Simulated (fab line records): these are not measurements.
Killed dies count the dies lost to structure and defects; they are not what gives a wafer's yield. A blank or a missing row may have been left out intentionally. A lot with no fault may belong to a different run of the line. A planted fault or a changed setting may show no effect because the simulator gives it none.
Tool commonality check ; flow n5-finfet ; 26 wafers sampled across 9 lots

== THE REASON FOR OPENING IT ==
Of 9 lots, 2 have the reading SD_N_BLK_OVL flagged at N5_SD_EPI_N_OVL_MEAS_10. Wafers without a fault read 0.0 nm, standard deviation 0.83.
Rule: flag the lot when none of its wafers has a number, or when each of its wafers that has one lies beyond 4 standard deviations from that mean. The other lots count as sound.

lot;measured;on;SD_N_BLK_OVL (nm), wafer by wafer;flag
L762;day 3 15:07;overlay-02;0.4 0.3 0.0;
L763;day 3 17:52;overlay-01;1.8 0.0 -0.1;
L765;day 4 09:56;overlay-02;0.2 0.2 0.2;
L774;day 6 12:05;overlay-02;32.5 32.3 32.2;FLAGGED
L776;day 6 23:40;overlay-02;33.8 32.2 31.5;FLAGGED
L777;day 7 09:25;overlay-01;-0.3 -1.2 -0.2;
L778;day 7 13:34;overlay-02;0.3 -1.3;
L782;day 8 13:37;overlay-01;-0.6 0.8 -0.1;
L783;day 8 17:58;overlay-01;-0.3 -1.3 -1.0;
The mean of the flagged lots' numbers is 32.4 nm, +32.4 nm from the usual (+39 standard deviations).

== WHICH TOOL RAN EACH LOT ==
2 process steps preceding the reading are held in the record, out of 1938 steps in the route. Every cell lists first the tool, next ch and the chambers used by the sampled wafers, and last the start.
lot;flag;N5_DUMMY_GATE_STRIP_48;N5_SD_EPI_N_EXPOSE_06
L762;;rie-diel-04 ch 1,3, day 3 13:53;arfi-scanner-01 ch 0, day 3 14:58
L763;;rie-diel-04 ch 0,1,2, day 3 16:38;arfi-scanner-03 ch 0, day 3 17:43
L765;;rie-diel-01 ch 0,1,3, day 4 08:43;arfi-scanner-01 ch 0, day 4 09:46
L774;FLAGGED;rie-diel-03 ch 1,2,3, day 6 10:59;arfi-scanner-01 ch 0, day 6 11:56
L776;FLAGGED;rie-diel-01 ch 0,1,3, day 6 22:20;arfi-scanner-01 ch 0, day 6 23:31
L777;;rie-diel-01 ch 0,1,2, day 7 06:54;arfi-scanner-02 ch 0, day 7 09:16
L778;;rie-diel-01 ch 2,3, day 7 12:28;arfi-scanner-02 ch 0, day 7 13:24
L782;;rie-diel-01 ch 0,2,3, day 8 12:22;arfi-scanner-02 ch 0, day 8 13:28
L783;;rie-diel-04 ch 0,2,3, day 8 16:52;arfi-scanner-02 ch 0, day 8 17:49
What is done by these steps:
- N5_DUMMY_GATE_STRIP_48: strips in N2/H2, time 20 s.
- N5_SD_EPI_N_EXPOSE_06: exposes mask SD N BLK, target cd 120 nm.
- N5_SD_EPI_N_OVL_MEAS_10

== FLAGGED AGAINST TOTAL, ONE TOOL AT A TIME (gauges that did the reading follow at the end) ==
step;tool;lots run;flagged;share of the flagged lots;sound lots run after its first flagged lot
N5_DUMMY_GATE_STRIP_48;rie-diel-01;5;1;some;3 (L777,L778,L782)
N5_DUMMY_GATE_STRIP_48;rie-diel-03;1;1;some;0
N5_DUMMY_GATE_STRIP_48;rie-diel-04;3;0;none;-
N5_SD_EPI_N_EXPOSE_06;arfi-scanner-01;4;2;all;0
N5_SD_EPI_N_EXPOSE_06;arfi-scanner-02;4;0;none;-
N5_SD_EPI_N_EXPOSE_06;arfi-scanner-03;1;0;none;-
N5_SD_EPI_N_OVL_MEAS_10;overlay-01;4;0;none;-
N5_SD_EPI_N_OVL_MEAS_10;overlay-02;5;2;all;1 (L778)

== WHAT THE TABLE PERMITS ==
2 rows of the table ran every flagged lot: arfi-scanner-01 at N5_SD_EPI_N_EXPOSE_06, overlay-02 at N5_SD_EPI_N_OVL_MEAS_10.
- arfi-scanner-01 at N5_SD_EPI_N_EXPOSE_06 ran 4 lots, 2 of them flagged. A fault beginning between L765 (day 4 09:46), its last sound lot, and L774 (day 6 11:56), its first flagged one, fits the data.
- overlay-02 at N5_SD_EPI_N_OVL_MEAS_10 ran 5 lots, 2 of them flagged. After the first flagged lot (L778), sound lots still ran on it; a lasting fault on the whole tool would not permit that.
arfi-scanner-01 at N5_SD_EPI_N_EXPOSE_06 is the single tool remaining.

== WHAT WAS PUT IN BY THE SIMULATOR ==
Scanner matching overlay: arfi-scanner-01, from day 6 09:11 on, at N5_SD_EPI_N_EXPOSE_06. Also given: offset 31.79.
Lots struck among those shown: L774, L776. The rule given above showed the same thing.
